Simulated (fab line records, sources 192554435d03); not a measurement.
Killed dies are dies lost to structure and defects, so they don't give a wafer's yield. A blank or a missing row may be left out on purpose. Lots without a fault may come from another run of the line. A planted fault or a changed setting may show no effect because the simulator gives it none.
One fault seen from 2 desks | flow n5_finfet | each desk has only its own numbers; what lay behind them comes last

THE TOOL OWNER'S DESK: ald_metal-02
The tool's own readings at N5_HKMG_FIN_ALD_91 (deposits TiN, target thk 1 nm, pulse time 1 s, purge time 3 s): means of the sampled wafers that have a number, for each lot that ran on this tool. A lot is out of limits, marked OUT, if its mean lies more than 4 standard deviations from the usual mean; the brackets give that distance.
Columns: A = heater_power_outer_w at N5_HKMG_FIN_ALD_91, usual 525 W; B = heater_power_w at N5_HKMG_FIN_ALD_91, usual 868 W; C = precursor_pulse_height_rel at N5_HKMG_FIN_ALD_91, usual 1.002; D = susceptor_temp_C at N5_HKMG_FIN_ALD_91, usual 399.98 C
lot  | first seen here | A   | B    | C     | D
L623 | day 4 05:29     | 473 | 807  | 0.997 | 399.68
L631 | day 6 07:31     | 525 | 867  | 0.995 | 399.98
L639 | day 8 03:12     | 693 | 1131 | 0.993 | 447.34 (+99 or more) OUT
L640 | day 8 18:00     | 725 | 1130 | 0.992 | 447.42 (+99 or more) OUT
This desk's finding: out of limits on L639, L640; first on L639, day 8 03:12 (susceptor_temp_C at N5_HKMG_FIN_ALD_91). In limits: L623, L631.

THE METROLOGY DESK
What the gauges read, lot by lot, whatever tool the lot ran on: means of the sampled wafers that have a number. A lot is out of limits, marked OUT, if its mean lies more than 4 standard deviations from the usual mean; the brackets give that distance. Of its 16 readings 7 are shown: the one that was out of limits first, and those that lie furthest out on some lot.
Columns: A = IOFF_N_LONG at N5_BEOL_M4_RC_MEAS_101, usual 5.47e-05 nA/um; B = IOFF_P_LONG at N5_BEOL_M4_RC_MEAS_101, usual 0.000101 nA/um; C = ION_N at N5_BEOL_M4_RC_MEAS_101, usual 674 uA/um; D = VT_N at N5_BEOL_M4_RC_MEAS_101, usual 250 mV; E = VT_N_LONG at N5_BEOL_M4_RC_MEAS_101, usual 275.4 mV; F = VT_N_LVT at N5_BEOL_M4_RC_MEAS_101, usual 98 mV; G = VT_P_LONG at N5_BEOL_M4_RC_MEAS_101, usual -277.1 mV
lot  | first seen here | A                   | B        | C   | D              | E                | F              | G
L623 | day 4 04:25     | 5.24e-05            | 0.000097 | 675 | 246            | 277.0            | 96             | -277.8
L625 | day 4 17:27     | 5.51e-05            | 0.000105 | 668 | 251            | 274.1            | 101            | -275.3
L631 | day 6 06:23     | 5.34e-05            | 0.000091 | 670 | 252            | 275.9            | 101            | -278.8
L633 | day 6 16:52     | 5.34e-05            | 0.000096 | 674 | 250            | 278.0            | 98             | -277.5
L639 | day 8 01:49     | 3.66e-05 (-9.5) OUT | 0.000119 | 630 | 268 (+4.8) OUT | 292.0 (+9.7) OUT | 118 (+5.2) OUT | -269.6
L640 | day 8 16:56     | 3.75e-05 (-9.1) OUT | 0.000127 | 625 | 271 (+5.6) OUT | 292.3 (+10) OUT  | 121 (+6.1) OUT | -268.4
L643 | day 9 02:21     | 5.60e-05            | 0.000099 | 672 | 248            | 275.8            | 96             | -277.2
L644 | day 9 09:39     | 5.52e-05            | 0.000096 | 684 | 248            | 273.7            | 94             | -279.1
L646 | day 10 00:27    | 5.15e-05            | 0.000094 | 668 | 252            | 276.8            | 99             | -277.7
This desk's finding: out of limits on L639, L640; first on L639, day 12 10:06 (IOFF_N_LONG at N5_BEOL_M4_RC_MEAS_101). In limits: L623, L625, L631, L633, L643, L644, L646.

PUT TOGETHER
The tool owner's desk could have raised an alarm at day 8 03:12, on L639, L640.
The metrology desk could have raised an alarm at day 12 10:06, on L639, L640.
Of the lots named, all ran N5_HKMG_FIN_ALD_91 on ald_metal-02.

WHAT THE SIMULATOR HAD PUT IN
Process parameter drift: ald_metal-02, from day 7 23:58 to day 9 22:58, at N5_HKMG_FIN_ALD_91. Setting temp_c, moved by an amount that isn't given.
Lots struck among those shown: L639, L640.
Hours from the fault's start to each desk's first reading out of limits: the tool owner's desk, 3; the metrology desk, 106.
